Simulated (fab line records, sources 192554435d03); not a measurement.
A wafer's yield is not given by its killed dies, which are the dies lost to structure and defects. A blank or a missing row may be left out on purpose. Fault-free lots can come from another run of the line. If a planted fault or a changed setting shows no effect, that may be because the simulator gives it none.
Chamber matching :: flow n5 finfet :: 4 sister chambers for N5_BEOL_M9_ALD_74 on ald metal-04
The step deposits TaN, target thk 2 nm, pulse time 2 s, purge time 3 s. 7 wafers are shown with their chamber, then 7 later ones without.

## WAFERS WITH THEIR CHAMBER
wafer: L075.2
chamber: 3
heater power w (W): 479
chamber pressure Torr (Torr): 3.005

wafer: L080.3
chamber: 0
heater power w (W): 428
chamber pressure Torr (Torr): 3.004

wafer: L080.5
chamber: 3
heater power w (W): 489
chamber pressure Torr (Torr): 3.010

wafer: L085.3
chamber: 2
heater power w (W): 497
chamber pressure Torr (Torr): 3.003

wafer: L085.6
chamber: 1
heater power w (W): 436
chamber pressure Torr (Torr): 2.989

wafer: L084.1
chamber: 1
heater power w (W): 459
chamber pressure Torr (Torr): 2.993

wafer: L084.4
chamber: 0
heater power w (W): 418
chamber pressure Torr (Torr): 3.008

## WAFERS WHOSE CHAMBER IS MISSING
wafer: L084.5
heater power w (W): 486
chamber pressure Torr (Torr): 2.976

wafer: L090.2
heater power w (W): 508
chamber pressure Torr (Torr): 2.987

wafer: L090.3
heater power w (W): 454
chamber pressure Torr (Torr): 3.001

wafer: L090.4
heater power w (W): 414
chamber pressure Torr (Torr): 3.007

wafer: L096.1
heater power w (W): 486
chamber pressure Torr (Torr): 3.001

wafer: L096.3
heater power w (W): 431
chamber pressure Torr (Torr): 3.002

wafer: L096.4
heater power w (W): 395
chamber pressure Torr (Torr): 2.992

## WHICH CHAMBER EACH ONE RAN IN
wafer: L084.5
from the rows above: 1
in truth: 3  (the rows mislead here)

wafer: L090.2
from the rows above: can't be placed: 2 or 1 or 3
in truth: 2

wafer: L090.3
from the rows above: can't be placed: 0 or 1 or 3 or 2
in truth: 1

wafer: L090.4
from the rows above: 0
in truth: 0

wafer: L096.1
from the rows above: can't be placed: 2 or 3
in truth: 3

wafer: L096.3
from the rows above: 0
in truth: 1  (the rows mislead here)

wafer: L096.4
from the rows above: can't be placed: 1 or 0
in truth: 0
1 of 7 placed correctly. These rows do not allow placing 4 (true chamber among the candidates in 4). Wrongly placed: 2.
How it was worked out, from the rows above alone: a wafer's distance from a chamber is the root of the sum, over the readings, of the square of ((its reading less the chamber's mean) divided by the reading's scatter). The wafer belongs to the nearest chamber; if the next one is less than 2 further off, it can't be placed. The mean given for a chamber averages the wafers shown for that chamber. The scatter: the root of (the sum of the squares of (reading less its chamber's mean) over the shown wafers, divided by (wafers less chambers)).
